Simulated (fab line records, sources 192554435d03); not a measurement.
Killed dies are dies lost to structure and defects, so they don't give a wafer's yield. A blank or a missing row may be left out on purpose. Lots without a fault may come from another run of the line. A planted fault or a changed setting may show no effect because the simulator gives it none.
fab line records | flow n5_finfet
record lots=4 wafers=12 last_day=18
route steps=1938 shown MOL_CONTACT_COAG@587 BEOL_M4@1111 PASSIVATION@1936
lots that met no fault: from a run of the same line without faults
start_h: hours from the record's first day to the start of the lot's first wafer shown | wait_h: hours since the lot's step before | " the same as in the row above | L1.1+2: a row that stands for several wafers | - no value, or no start given | * or withheld: withheld | < > ~ a bound
route shown NAME@n: a module of which the file shows steps, and the number in the route of the first | usual: mean/standard deviation of fault-free wafers | same: alike in all rows | chamber/n: place in a boat | sites: the reading at each site | _std_site: their standard deviation | _edge_site: outer sites' mean less inner sites' | radius_mm: how far each site lies from the wafer's centre | mask NAME#n: copy n | behind: the tool/chamber that last shaped the wafer | hold: why the lot was held/for how many hours/how that ended | device: the transistor (n, p or np) that didn't switch | end of line: the same wafers' tests at the end of the route | a step without rows: its recipe alone | killed: dies lost to structure and defects at the first sort, not the wafer's yield | map: a wafer's dies, x killed, . not, _ none there
set.NAME: the setting as run; set.NAME@STEP: as run at that earlier step | model.NAME: the simulator's own value behind a step, which no gauge read
lots at some steps of the route; a table a step, a row a wafer
services: from which hour (start_h, from the record's first day; less than 0 if before it) a tool's chamber was out of use, for how many hours, and why
## steps
# step N5_MOL_CONTACT_COAG_STRIP_96
# recipe chemistry=N2/H2 power_w=500 temp_c=40 pressure_mtorr=50 rf_frequency_hz=6e+07 overash_fraction=0.3 bias_power_w=28 h2_frac=0.5 n2_flow_sccm=300 h2_flow_sccm=300
# step N5_MOL_CONTACT_COAG_ETCH_47
# recipe chemistry=CH3F/O2 target=SiNx target_depth_a=270 mask_material=SiO2 stop_on=W over_etch_frac=0.2 ion_energy_ev=120 endpoint=OES-CN pressure_mtorr=30 source_w=395 bias_w=73 Ar_flow_sccm=150 CH3F_flow_sccm=30 O2_flow_sccm=20 ends=end_point
# step N5_MOL_CONTACT_COAG_STRIP_119
# recipe chemistry=N2/H2 time_s=30 power_w=1000 temp_c=250 pressure_mtorr=withheld n2_flow_sccm=1750 h2_flow_sccm=3250
# step N5_MOL_CONTACT_COAG_PRECLEAN_144
# recipe chemistry=alkaline_clean temp_c=60 time_s=60 do_ppb=50
# step N5_MOL_CONTACT_COAG_SRD_145
# recipe dry=ipa_marangoni time_s=30 temp_c=23 rinse_liquid=diw
# step N5_MOL_CONTACT_COAG_COAT_62
# recipe resist=SOC temp_c=250 time_s=60 spin_rpm=1500 resist_thk_nm=60
# step N5_MOL_CONTACT_COAG_COAT_63
# recipe resist=SiARC temp_c=220 time_s=60 spin_rpm=1500 resist_thk_nm=10
# step N5_MOL_CONTACT_COAG_COAT_64
# recipe resist=underlayer temp_c=205 time_s=60 spin_rpm=1500 resist_thk_nm=10
# step N5_MOL_CONTACT_COAG_COAT_34
# recipe resist=CAR-EUV spin_rpm=1500 resist_thk_nm=40
# step N5_MOL_CONTACT_COAG_EBR_36
# recipe solvent=PGMEA ebr_width_mm=1.5
# step N5_MOL_CONTACT_COAG_SOFTBAKE_35
# recipe temp_c=110 time_s=60 resist=CAR-EUV
# step N5_MOL_CONTACT_COAG_EXPOSE_37
# recipe mask_id=VD na=0.33 source_shape=annular sigma_inner=0.3 sigma_outer=0.7 polarization=unpolarized defocus_nm=0 dose_mj=62
# columns lot.wafer tool chamber start_h wait_h mask model.MOL_CONTACT_COAG.overlay_x_nm
L432.2+3+6 euv_scanner-02 0 162.05 - VD#0 0.2
L438.4+5+6 euv_scanner-02 0 198.14 - VD#0 6.6
L440.4+5+6 euv_scanner-02 0 207.07 - VD#0 6
L443.1+4+5 euv_scanner-01 0 223.34 - VD#0 -0.4
# step N5_MOL_CONTACT_COAG_PEB_38
# recipe peb_temp_c=100 peb_time_s=60 resist=CAR-EUV
# step N5_MOL_CONTACT_COAG_DEVELOP_39
# recipe develop_time_s=30 developer=TMAH resist=CAR-EUV rinse_liquid=surfactant_rinse dry=air_spin dev_temp_c=23
# step N5_MOL_CONTACT_COAG_OVL_MEAS_41
# recipe points_per_wafer=522
# usual VD_OVL=-0.2/0.62
# columns lot.wafer tool chamber start_h wait_h VD_OVL[nm]
L432.2 overlay-01 0 162.22 0.0 0.2
L432.3 " 0 " " 0.3
L432.6 " 0 " " 0.1
L438.4 overlay-01 0 198.30 0.0 5.1
L438.5 " 0 " " 6.3
L438.6 " 0 " " 6.2
L440.4 overlay-02 0 207.24 0.0 5.2
L440.5 " 0 " " 5.0
L440.6 " 0 " " 4.5
L443.1 overlay-01 0 223.51 0.0 -0.9
L443.4 " 0 " " 0.1
L443.5 " 0 " " 0.2
# step N5_MOL_CONTACT_COAG_DESCUM_45
# recipe chemistry=O2 time_s=7 source_power_w=50 bias_power_w=20 pressure_mtorr=20 rf_frequency_hz=2.712e+07 temp_c=40 resist=CAR-EUV o2_flow_sccm=225
# step N5_MOL_CONTACT_COAG_ETCH_65
# recipe chemistry=N2/H2 target=underlayer target_depth_a=130 mask_material=CAR-EUV time_s=10.4 ion_energy_ev=200 pressure_mtorr=30 source_w=840 bias_w=150 n2_flow_sccm=200 h2_flow_sccm=200 ends=cleared
# step N5_MOL_CONTACT_COAG_ETCH_66
# recipe chemistry=CF4 target=SiARC target_depth_a=130 mask_material=CAR-EUV time_s=21.7 ion_energy_ev=80 pressure_mtorr=40 source_w=545 bias_w=36 Ar_flow_sccm=100 cf4_flow_sccm=100 ends=cleared
# step N5_MOL_CONTACT_COAG_ALD_133
# recipe material=SiO2 target_thk_a=50 temp_c=100 ald_precursor_family=BDEAS ald_co_reactant=O2-plasma pulse_time_s=1 co_reactant_pulse_time_s=1 purge_time_s=2 co_reactant_purge_time_s=2 ald_cycles=35 pressure_torr=2
# step N5_MOL_CONTACT_COAG_ETCHBACK_134
# recipe chemistry=CHF3 target=SiO2 target_depth_a=100 time_s=6.7 ion_energy_ev=200 pressure_mtorr=30 source_w=610 bias_w=170 Ar_flow_sccm=200 CHF3_flow_sccm=50
# step N5_MOL_CONTACT_COAG_ETCH_67
# recipe chemistry=N2/H2 target=SOC target_depth_a=600 overetch_a=210 mask_material=SiARC temp_c=40 time_s=101.2 ion_energy_ev=200 pressure_mtorr=30 source_w=840 bias_w=150 n2_flow_sccm=200 h2_flow_sccm=200
# step N5_MOL_CONTACT_COAG_STRIP_68
# recipe chemistry=N2/H2 temp_c=40 n2_flow_sccm=200 h2_flow_sccm=200 rf_frequency_hz=6e+07
# step N5_MOL_CONTACT_COAG_STRIP_69
# recipe chemistry=N2/H2 temp_c=40 n2_flow_sccm=200 h2_flow_sccm=200 rf_frequency_hz=6e+07
# step N5_MOL_CONTACT_COAG_ETCHBACK_136
# recipe chemistry=CHF3 target=SiO2 target_depth_a=250 time_s=16.7 ion_energy_ev=200 pressure_mtorr=30 source_w=610 bias_w=170 Ar_flow_sccm=200 CHF3_flow_sccm=50
# step N5_MOL_CONTACT_COAG_STRIP_120
# recipe chemistry=CHF3 resist=SiARC rf_frequency_hz=6e+07
# step N5_MOL_CONTACT_COAG_VIA_ETCH_117
# recipe chemistry=C4F6/O2 target_depth_a=400 overetch_a=80 mask_material=SOC target=SiO2 bias_w=455 pressure_mtorr=10 time_s=26 source_w=325 Ar_flow_sccm=300 C4F6_flow_sccm=10 O2_flow_sccm=10 ion_energy_ev=575.3 ends=end_point
# step N5_MOL_CONTACT_COAG_ETCH_124
# recipe chemistry=CH3F/O2 target=SiNx target_depth_a=65 mask_material=SOC stop_on=SiOC over_etch_frac=0.3 ion_energy_ev=120 pressure_mtorr=30 source_w=395 bias_w=73 Ar_flow_sccm=150 CH3F_flow_sccm=30 O2_flow_sccm=20 ends=end_point
# step N5_MOL_CONTACT_COAG_ETCH_48
# recipe chemistry=C4F6/O2 target_depth_a=150 overetch_a=45 mask_material=SOC target=SiOC bias_w=465 pressure_mtorr=10 time_s=17 source_w=335 Ar_flow_sccm=300 C4F6_flow_sccm=10 O2_flow_sccm=10 ion_energy_ev=576
# step N5_MOL_CONTACT_COAG_STRIP_72
# recipe chemistry=N2/H2 power_w=450 temp_c=40 pressure_mtorr=20 rf_frequency_hz=6e+07 overash_fraction=3 bias_power_w=7 h2_frac=0.5 n2_flow_sccm=200 h2_flow_sccm=200
# step N5_MOL_CONTACT_COAG_STRIP_49
# recipe chemistry=N2/H2 time_s=30 power_w=1000 temp_c=250 pressure_mtorr=withheld n2_flow_sccm=1750 h2_flow_sccm=3250
# step N5_MOL_CONTACT_COAG_PRECLEAN_138
# recipe chemistry=alkaline_clean temp_c=60 time_s=60 do_ppb=50
# step N5_MOL_CONTACT_COAG_SRD_139
# recipe dry=ipa_marangoni time_s=30 temp_c=23 rinse_liquid=diw
# step N5_MOL_CONTACT_COAG_PRE_CLEAN_121
# recipe gas=H2/He time_s=* temp_c=withheld
# step N5_MOL_CONTACT_COAG_CVD_140
# recipe material=W target_thk_a=665 mode=selective_fill temp_c=300 time_s=215
# step N5_MOL_CONTACT_COAG_PRECLEAN_127
# recipe chemistry=DIW time_s=57.5 temp_c=23
# step N5_MOL_CONTACT_COAG_SRD_128
# recipe dry_time_s=32 dry=n2_spin spin_rpm=1500
# step N5_MOL_CONTACT_COAG_CMP_52
# recipe stop_on=SiO2 t_overpolish_s=1.5 post_cmp_clean=w_dilute_nh4oh down_force_psi=4 platen_rpm=50.289 pad_velocity_m_s=1.0006 target_thk_nm=66.5
# step N5_BEOL_M4_RC_MEAS_101
# usual DIBL_N=36.3/1.6 DIBL_P=36.5/1.6 IOFF_N=0.163/0.026 IOFF_P=0.22/0.033 ION_N=676/9.9 ION_P=464/6.5 SS_N=71.5/0.5 SS_P=73.3/0.64 VT_N=249.3/2.9 VT_P=-250/3.2
# columns lot.wafer tool chamber start_h wait_h DIBL_N[mV/V] DIBL_P[mV/V] IOFF_N[nA/um] IOFF_P[nA/um] ION_N[uA/um] ION_P[uA/um] SS_N[mV/dec] SS_P[mV/dec] VT_N[mV] VT_P[mV]
L432.2 prober-02 0 254.54 0.2 35.6 35.8 0.148 0.21 676 454 72.2 73.1 248.0 -250
L432.3 " 0 " " 35.1 35.2 0.147 0.20 685 475 71.0 73.3 250.1 -250
L432.6 " 0 " " 37.0 37.3 0.172 0.23 678 465 71.0 73.6 248.6 -249
L438.4 prober-01 0 278.34 0.5 34.5 34.6 0.126 0.15 669 450 71.8 72.4 254.9 -256
L438.5 " 0 " " 34.4 35.4 0.129 0.17 671 460 72.1 73.2 253.3 -259
L438.6 " 0 " " 35.0 34.7 0.134 0.15 666 445 71.4 72.9 252.5 -257
L440.4 prober-01 0 283.08 0.5 37.4 36.6 0.164 0.23 691 472 71.9 72.7 245.5 -246
L440.5 " 0 " " 37.8 36.6 0.180 0.22 690 474 71.4 72.9 244.9 -247
L440.6 " 0 " " 37.0 35.2 0.155 0.20 674 466 72.0 72.9 251.6 -248
L443.1 prober-01 0 309.23 0.0 35.3 35.1 0.138 0.19 666 459 70.7 73.3 252.5 -253
L443.4 " 0 " " 35.9 36.4 0.150 0.21 681 466 71.1 73.1 249.6 -251
L443.5 " 0 " " 37.2 37.8 0.168 0.23 678 461 71.6 74.1 251.5 -251
# step N5_PASSIVATION_PROBE_49
# usual defect_limited_yield=91.2/1.5 killed_at_M0_to_M3=32/9.6 killed_at_M4_up=13/5.3 killed_at_contacts=13/6.7 killed_at_front_end=42/11 killed_at_other=3.8/2.9 killed_dies=103/17 killed_on_rim=14/4.4 killed_open=67/13 killed_short=35/7.9 sort_bin_5_function=5.2/0.94 sort_bin_6_memory=3.3/0.64 sort_n_pass=1077/17 sort_yield_pct=91.2/1.5
# same gross_dies=1180 killed_at_back_side=0 sort_bin_4_leakage[%]=0 sort_bin_8_speed[%]=0
# columns lot.wafer tool chamber start_h wait_h defect_limited_yield[%] killed_at_M0_to_M3 killed_at_M4_up killed_at_contacts killed_at_front_end killed_at_other killed_dies killed_on_rim killed_open killed_short sort_bin_5_function[%] sort_bin_6_memory[%] sort_n_pass sort_yield_pct[%]
L438.4 prober-01 - 402.36 0.2 71.6 29 15 262 26 3 335 46 65 17 14.9 2.5 845 71.6
L438.5 prober-01 - 402.41 0.2 55.0 29 8 461 29 4 531 63 59 28 22.2 3.2 649 55.0
L438.6 prober-01 - 402.46 0.3 58.9 23 8 411 38 5 485 67 55 39 20.4 2.9 695 58.9
L440.4 prober-02 - 414.81 0.2 73.0 33 13 219 52 2 319 50 80 44 14.3 3.7 861 73.0
L440.5 prober-02 - 414.86 0.2 75.2 32 11 212 34 4 293 42 77 25 12.6 3.2 887 75.2
L440.6 prober-02 - 414.91 0.3 74.5 41 9 202 46 3 301 37 78 43 14.5 3.6 879 74.5
# killed by level:class
L438.4 MOL_CONTACT_COAG:overlay=252 MOL_CONTACT_COAG:geometric_particle:open=9 BEOL_M1:geometric_particle:open=9 STI_FIN_REVEAL:geometric_particle:open=8 BEOL_M0_SAQP:geometric_particle:open=6 FIN_SAQP:geometric_particle:open=5 BEOL_M0_SAQP:geometric_particle:short=5 BEOL_M6:geometric_particle:open=5
L438.5 MOL_CONTACT_COAG:overlay=444 MOL_CONTACT_COAG:geometric_particle:open=12 STI_FIN_REVEAL:geometric_particle:open=8 BEOL_M0_SAQP:geometric_particle:open=7 STI_FIN_REVEAL:geometric_particle:short=6 BEOL_M0_SAQP:geometric_particle:short=6 BEOL_M3:geometric_particle:open=6 MOL_CONTACT_COAG:geometric_particle:short=5
L438.6 MOL_CONTACT_COAG:overlay=391 MOL_CONTACT_COAG:geometric_particle:open=16 STI_FIN_REVEAL:geometric_particle:open=11 BEOL_M2:geometric_particle:short=7 FIN_SAQP:geometric_particle:short=5 GATE_CUT:geometric_particle:short=5 STI_FIN_REVEAL:geometric_particle:short=4 MOL_CONTACT_COAG:geometric_particle:short=4
L440.4 MOL_CONTACT_COAG:overlay=192 MOL_CONTACT_COAG:geometric_particle:open=21 FIN_SAQP:geometric_particle:short=15 STI_FIN_REVEAL:geometric_particle:open=12 FIN_SAQP:geometric_particle:open=9 BEOL_M2:geometric_particle:open=8 BEOL_M0_SAQP:geometric_particle:short=8 BEOL_M1:geometric_particle:open=7
L440.5 MOL_CONTACT_COAG:overlay=189 MOL_CONTACT_COAG:geometric_particle:open=19 STI_FIN_REVEAL:geometric_particle:open=12 FIN_SAQP:geometric_particle:open=8 BEOL_M2:geometric_particle:open=7 BEOL_M0_SAQP:geometric_particle:open=7 BEOL_M0_SAQP:geometric_particle:short=6 BEOL_M4:geometric_particle:open=5
L440.6 MOL_CONTACT_COAG:overlay=177 MOL_CONTACT_COAG:geometric_particle:open=16 FIN_SAQP:geometric_particle:open=15 BEOL_M2:geometric_particle:open=13 FIN_SAQP:geometric_particle:short=10 MOL_CONTACT_COAG:geometric_particle:short=9 BEOL_M0_SAQP:geometric_particle:short=6 GATE_CUT:geometric_particle:short=5
# map L438.5 (x killed, . not)
_________________.xxx.xxx..x.________________
______________x.xx..x.x.xx..xx.._____________
___________....x.x..xxx..x.xxxx...x__________
__________x..x.x.....xx.....x.xxxx.x_________
________....xx..x...x...xx.x.xx.xx.x.._______
_______...xxx....xx.x...xx.x...x.....xx______
______x.xxx..x..x..x..x.....x.x.xx....x._____
_____x.x..xx.x.xxxxx.x..x.xxxxxx.xx.x...x____
____x...x.....xx..xx.x..xx..xx..x........x___
___xx.......x.xx.x.xxx......xx.x..x......xx__
___xx..xxx.xx.xx..xxxx.xxxxx.....x.xx.xxx..__
__........x..x.x.x...xx.x..xxxx.xxxxxx..x..._
__.xxxx.xx.xx..xx....xx...xxx.xx....x.xx..x._
_.x.xx....x.xx.....xx...xx.x..x.xxxxxx..x.xx.
_xx.........xx.....xxx...xx....x....xx...xxxx
_.xx...xxxx..x.x.xxxx.x...x.x....x....x.x..x.
_xxxxx...xxx...x......xx..x..xxx......xxx.xxx
_.xx....xxx.x...xx..xx.xx.xxxxxx...xx..x.xxxx
_.x..x..x......x...x..xx.x...xx...x.xx..xx...
_x..x...x.....xx.x..x...x..x...x.xx.x..x..xxx
_xx....xx.xx..x..xxxx.xxx..x....x...x..xx.xxx
__.xxx..x.x....xxxx.xxx.xx...x...x.xxx..x..x_
__.xx.xxxx.xx..xx......xxxx.xxxx....x......._
___x..x..x......x.xxx.....x..xx...xxx..xx..__
___x.x.xxx......xxxxx.xx.....x.x....xx.....__
____x..xxxxx...xxxx...x....x.x..x.xxxxx..x___
_____.x.x...x.x.xx.x..xxx.x.xx...xxxxxx..____
______..xxx.x.x..x.x.x..xx.x.xxx...xxxx._____
_______..xx..xx.xx..x....x.x.xx.xxxx...______
________...x.x.x.x.x..x.x...xxx......._______
__________x.xx.xxx.x.x..x.x..x.x...._________
___________.x....xx......x.xxx.x...__________
______________x.x.....x.xxx.xx.x_____________
_________________xx..x.xx....________________
# map L440.4 (x killed, . not)
_________________xx.....x..xx________________
______________..x.xxx.....x.x..._____________
___________.x.x..x....x........x..x__________
__________...............x.x...x...._________
________xx.x.xx.......x..x..x.....x..x_______
_______.........x.x.....x..x.xxx.x.x.x.______
______.x..x.x....x.x..xxx....x....x.x.xx_____
_____...xxx...x....x....xx.......x....x..____
____...x.xx.x.x....x....x....x..x..x......___
___.xx.x...x......x....x..x.......x..x..xxx__
___.x.x..x.......x.x...x.xx.....x.x......x.__
__.....xx....x....x.xxx.x...xx....x.x.x..x.._
__..........x.....xx.x....x..x.x..xx.x....x._
_x..x........x.xxx.xx...x.....x......x..x.x..
_....x..x..xx......xx...x...........x.....x..
_x...x..x.xx......xxxxxx..xx.....x.....xx..x.
_xx.x........x.x......xx...xx..x...x.xx.x...x
_.xx...x....x..x..x......x..x...........x..x.
_x..x..x......x....xxx.....x..x......x...xx..
_..........x.......x...xx.x..x........xxxx.x.
_x.....xx....x.x.x........x..........xx.x.x..
__x....x..x.x..x...x.....x..x..x...x..x....._
__xx.....x.x..........x....x..........x....._
___x.xx..x..x..x...xx...x...xx.xx.......x..__
___..x.x....xx.....xx........x...x..x..x...__
____........x....x...xx..x....x.x.....x...___
_____x.x.xx.........x....xx..x.x.x...x..x____
______.x...x..x..........xx.....xx.x...x_____
_______.x........x...xxx........x...xx.______
________xxx................x....x....x_______
__________........x................._________
___________...x....x.......x.......__________
______________x..x...xx..x.xx..._____________
_________________x...x.xxx...________________
## services
# columns tool chamber start_h hours kind
euv_scanner-01 0 143.28 - calibration
euv_scanner-02 - 148.22 1.0 pm
euv_scanner-01 - 153.07 1.0 pm
euv_scanner-01 - 157.39 1.9 repair
euv_scanner-02 - 181.00 4.6 pm
euv_scanner-02 - 204.37 1.0 pm
## key
first_sign step=N5_MOL_CONTACT_COAG_OVL_MEAS_41 reading=VD_OVL direction=up sigmas=8.9 usual=-0.2 struck=5.4
effect step=N5_PASSIVATION_PROBE_49 reading=killed_at_contacts direction=up sigmas=42 usual=13 struck=294
model_effect step=N5_MOL_CONTACT_COAG_EXPOSE_37 value=MOL_CONTACT_COAG.overlay_x_nm without=0.3 struck=6.3
more_kills_born_at N5_MOL_CONTACT_COAG_EXPOSE_37@euv_scanner-02=1645
met_at N5_MOL_CONTACT_COAG_EXPOSE_37
struck_wafers L438.4,L438.5,L438.6,L440.4,L440.5,L440.6
onset_between 162.05 198.14
fault kind=scanner_matching_overlay tool=euv_scanner-02 chamber=- onset_h=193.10 steps=N5_MOL_CONTACT_COAG_EXPOSE_37 offset=5.9388
